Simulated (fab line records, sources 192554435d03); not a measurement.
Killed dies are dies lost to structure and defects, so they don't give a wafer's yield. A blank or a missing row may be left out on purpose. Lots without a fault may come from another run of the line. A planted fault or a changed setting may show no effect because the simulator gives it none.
fab line records | flow n5_finfet
record lots=7 wafers=39
route steps=1938 shown DUMMY_GATE@246 HKMG_FIN@406
start_h: hours from the record's first day to the start of the lot's first wafer shown | wait_h: hours since the lot's step before | " the same as in the row above | L1.1+2: a row that stands for several wafers | - no value, or no start given | * or withheld: withheld | < > ~ a bound
route shown NAME@n: a module of which the file shows steps, and the number in the route of the first | usual: mean/standard deviation of fault-free wafers | same: alike in all rows | chamber/n: place in a boat | sites: the reading at each site | _std_site: their standard deviation | _edge_site: outer sites' mean less inner sites' | radius_mm: how far each site lies from the wafer's centre | mask NAME#n: copy n | behind: the tool/chamber that last shaped the wafer | hold: why the lot was held/for how many hours/how that ended | device: the transistor (n, p or np) that didn't switch | end of line: the same wafers' tests at the end of the route | a step without rows: its recipe alone | killed: dies lost to structure and defects at the first sort, not the wafer's yield | map: a wafer's dies, x killed, . not, _ none there
set.NAME: the setting as run; set.NAME@STEP: as run at that earlier step | model.NAME: the simulator's own value behind a step, which no gauge read
lots whose settings were changed on purpose; a table a step, a row a wafer
## steps
# step N5_DUMMY_GATE_ETCH_32
# recipe chemistry=CF4 target=SiO2 target_depth_a=35 time_s=3.9 ion_energy_ev=350 pressure_mtorr=10 icp_w=800 bias_w=400 cf4_flow_sccm=80
# columns lot.wafer tool chamber start_h wait_h set.time_s model.etch.depth_nm
L076.1 rie_si-06 3 59.93 0.1 3.346 2.973
L076.2 " 1 " " 3.9 3.44
L076.3 " 0 " " 3.346 3.152
L076.4 " 2 " " 3.9 3.384
L076.5 " 0 " " 3.346 3.145
L076.6 " 3 " " 3.9 3.487
L077.1 rie_si-01 1 64.94 0.1 3.116 2.87
L077.2 " 3 " " 3.9 3.666
L077.3 " 0 " " 3.116 2.739
L077.4 " 2 " " 3.116 2.877
L077.5 " 2 " " 3.9 3.603
L077.6 " 1 " " 3.9 3.539
L078.1 rie_si-06 0 75.51 0.1 3.9 3.672
L078.2 " 2 " " 3.9 3.349
L078.3 " 3 " " 3.9 3.45
L078.4 " 1 " " 3.536 3.114
L078.5 " 0 " " 3.536 3.329
L078.6 " 1 " " 3.536 3.097
L080.1 rie_si-06 3 94.86 0.1 3.9 3.45
L080.2 " 2 " " 4.516 3.861
L080.3 " 0 " " 3.9 3.653
L080.4 " 1 " " 4.516 3.967
L080.5 " 0 " " 4.516 4.231
L080.6 " 1 " " 3.9 3.431
L083.1 rie_si-04 2 105.25 0.1 3.9 3.62
L083.2 " 0 " " 3.9 3.454
L083.3 " 3 " " 3.647 3.068
L083.4 " 1 " " 3.647 3.282
L083.5 " 0 " " 3.9 3.444
L083.6 " 1 " " 3.647 3.309
L085.1 rie_si-01 2 114.66 0.1 3.9 3.573
L085.5 " 2 " " 3.9 3.553
L085.6 " 3 " " 3.9 3.638
L094.1 rie_si-04 3 165.93 0.1 3.9 3.272
L094.2 " 1 " " 3.9 3.565
L094.3 " 0 " " 3.9 3.478
L094.4 " 2 " " 3.9 3.607
L094.5 " 2 " " 3.9 3.63
L094.6 " 3 " " 3.9 3.244
# step N5_HKMG_FIN_ETCH_58
# recipe chemistry=N2/H2 target=SOC target_depth_a=2158 ion_energy_ev=50 bias_w=13 time_s=741 pressure_mtorr=30 source_w=875 n2_flow_sccm=200 h2_flow_sccm=200
# usual rf_vpp_V=99.1/0.83
# columns lot.wafer tool chamber start_h wait_h set.bias_w rf_vpp_V
L076.1 rie_diel-06 0 84.23 0.0 13 100.0
L076.2 " 1 " " 13 98.0
L076.3 " 2 " " 13 99.7
L076.4 " 3 " " 13 99.2
L076.5 " 3 " " 13 100.1
L076.6 " 0 " " 13 98.4
L077.1 rie_diel-06 2 89.87 0.0 13.83 102.8
L077.2 " 1 " " 13.83 102.4
L077.3 " 0 " " 13 99.5
L077.4 " 3 " " 13 98.9
L077.5 " 2 " " 13 99.9
L077.6 " 3 " " 13.83 103.2
L078.1 rie_diel-02 0 101.22 0.0 13 99.3
L078.2 " 2 " " 14.67 108.0
L078.3 " 3 " " 13 99.3
L078.4 " 1 " " 14.67 107.4
L078.5 " 1 " " 13 98.6
L078.6 " 0 " " 14.67 109.0
L080.1 rie_diel-04 0 120.72 0.0 15.21 110.1
L080.2 " 1 " " 13 99.8
L080.3 " 3 " " 13 98.0
L080.4 " 2 " " 15.21 110.4
L080.5 " 3 " " 13 97.8
L080.6 " 2 " " 15.21 108.1
L083.1 rie_diel-02 0 132.05 0.0 13 98.1
L083.2 " 2 " " 13 99.1
L083.3 " 1 " " 13 99.6
L083.4 " 3 " " 13 98.9
L083.5 " 3 " " 13 98.8
L083.6 " 0 " " 13 98.4
L085.1 rie_diel-06 2 140.45 0.0 13 98.4
L085.5 " 1 " " 13 98.9
L085.6 " 2 " " 13 100.1
L094.1 rie_diel-04 3 193.33 0.0 15.47 111.8
L094.2 " 2 " " 13 97.6
L094.3 " 1 " " 13 98.9
L094.4 " 0 " " 15.47 111.1
L094.5 " 0 " " 13 100.0
L094.6 " 3 " " 15.47 110.1
## key
split step=N5_DUMMY_GATE_ETCH_32 setting=time_s stated=3.9 by=wafer
response step=N5_DUMMY_GATE_ETCH_32 reading=model.etch.depth_nm change=+0.0338 per=1% r=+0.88
split step=N5_HKMG_FIN_ETCH_58 setting=bias_w stated=13 by=wafer
response step=N5_HKMG_FIN_ETCH_58 reading=rf_vpp_V change=+0.65 per=1% r=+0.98
